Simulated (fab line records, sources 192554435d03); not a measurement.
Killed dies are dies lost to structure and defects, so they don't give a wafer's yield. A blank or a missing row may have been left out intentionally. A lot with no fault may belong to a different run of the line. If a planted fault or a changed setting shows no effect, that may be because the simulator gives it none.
Chamber matching / flow n5 finfet / N5_MIM_BOT_LITHO_DESCUM_10 on rie diel-01: 4 sister chambers
The step chemistry O2, time 7.9 s. 14 wafers are shown with their chamber, then 7 later ones without.

## WAFERS WITH THEIR CHAMBER
wafer=L927.1; chamber=1; showerhead plenum p Torr (Torr)=1.97; throttle valve pct (%)=20.43; oes product au (a.u.)=0.74
wafer=L927.2; chamber=0; showerhead plenum p Torr (Torr)=2.05; throttle valve pct (%)=20.51; oes product au (a.u.)=0.87
wafer=L927.3; chamber=3; showerhead plenum p Torr (Torr)=2.06; throttle valve pct (%)=20.09; oes product au (a.u.)=0.85
wafer=L933.2; chamber=2; showerhead plenum p Torr (Torr)=2.00; throttle valve pct (%)=20.32; oes product au (a.u.)=0.76
wafer=L933.3; chamber=0; showerhead plenum p Torr (Torr)=2.04; throttle valve pct (%)=20.52; oes product au (a.u.)=0.87
wafer=L933.4; chamber=1; showerhead plenum p Torr (Torr)=1.97; throttle valve pct (%)=20.48; oes product au (a.u.)=0.73
wafer=L935.2; chamber=0; showerhead plenum p Torr (Torr)=2.04; throttle valve pct (%)=20.55; oes product au (a.u.)=0.85
wafer=L935.4; chamber=2; showerhead plenum p Torr (Torr)=2.00; throttle valve pct (%)=20.35; oes product au (a.u.)=0.75
wafer=L935.6; chamber=2; showerhead plenum p Torr (Torr)=2.00; throttle valve pct (%)=20.35; oes product au (a.u.)=0.74
wafer=L941.1; chamber=1; showerhead plenum p Torr (Torr)=1.96; throttle valve pct (%)=20.50; oes product au (a.u.)=0.71
wafer=L941.2; chamber=2; showerhead plenum p Torr (Torr)=1.99; throttle valve pct (%)=20.37; oes product au (a.u.)=0.73
wafer=L941.6; chamber=1; showerhead plenum p Torr (Torr)=1.96; throttle valve pct (%)=20.50; oes product au (a.u.)=0.71
wafer=L940.1; chamber=2; showerhead plenum p Torr (Torr)=1.99; throttle valve pct (%)=20.39; oes product au (a.u.)=0.74
wafer=L940.2; chamber=1; showerhead plenum p Torr (Torr)=1.96; throttle valve pct (%)=20.50; oes product au (a.u.)=0.70

SIGNATURES, as means of the wafers listed above
reading=showerhead plenum p Torr; chamber 0=2.0433; chamber 1=1.9640; chamber 2=1.9960; chamber 3=2.0600; scatter within a chamber=0.00554
reading=throttle valve pct; chamber 0=20.5267; chamber 1=20.4820; chamber 2=20.3560; chamber 3=20.0900; scatter within a chamber=0.027
reading=oes product au; chamber 0=0.8633; chamber 1=0.7180; chamber 2=0.7440; chamber 3=0.8500; scatter within a chamber=0.0137
Rule: a wafer's distance from a chamber is the root of the sum, over the readings, of the square of ((its reading less the chamber's mean) divided by the reading's scatter). If the next closest chamber is less than 2 further off than the closest, the wafer can't be placed; otherwise it belongs to the closest. The scatter is the square root of a quotient: the sum, over the shown wafers, of each reading's squared deviation from its chamber's mean, divided by wafers minus chambers.

## WAFERS MISSING THEIR CHAMBER
wafer=L940.3; showerhead plenum p Torr (Torr)=2.03; throttle valve pct (%)=20.57; oes product au (a.u.)=0.83
wafer=L943.1; showerhead plenum p Torr (Torr)=2.03; throttle valve pct (%)=20.57; oes product au (a.u.)=0.82
wafer=L943.3; showerhead plenum p Torr (Torr)=1.99; throttle valve pct (%)=20.39; oes product au (a.u.)=0.73
wafer=L943.4; showerhead plenum p Torr (Torr)=1.99; throttle valve pct (%)=20.38; oes product au (a.u.)=0.73
wafer=L947.1; showerhead plenum p Torr (Torr)=2.03; throttle valve pct (%)=20.59; oes product au (a.u.)=0.80
wafer=L947.3; showerhead plenum p Torr (Torr)=1.96; throttle valve pct (%)=20.53; oes product au (a.u.)=0.70
wafer=L947.4; showerhead plenum p Torr (Torr)=2.05; throttle valve pct (%)=20.14; oes product au (a.u.)=0.82

## WHICH CHAMBER EACH WENT THROUGH
wafer=L940.3; from the rows above=0; in truth=0
wafer=L943.1; from the rows above=0; in truth=0
wafer=L943.3; from the rows above=2; in truth=2
wafer=L943.4; from the rows above=2; in truth=2
wafer=L947.1; from the rows above=0; in truth=0
wafer=L947.3; from the rows above=1; in truth=1
wafer=L947.4; from the rows above=3; in truth=3
Placed correctly: 7 of 7. Can't be placed from these rows: 0. 0 placed wrongly.
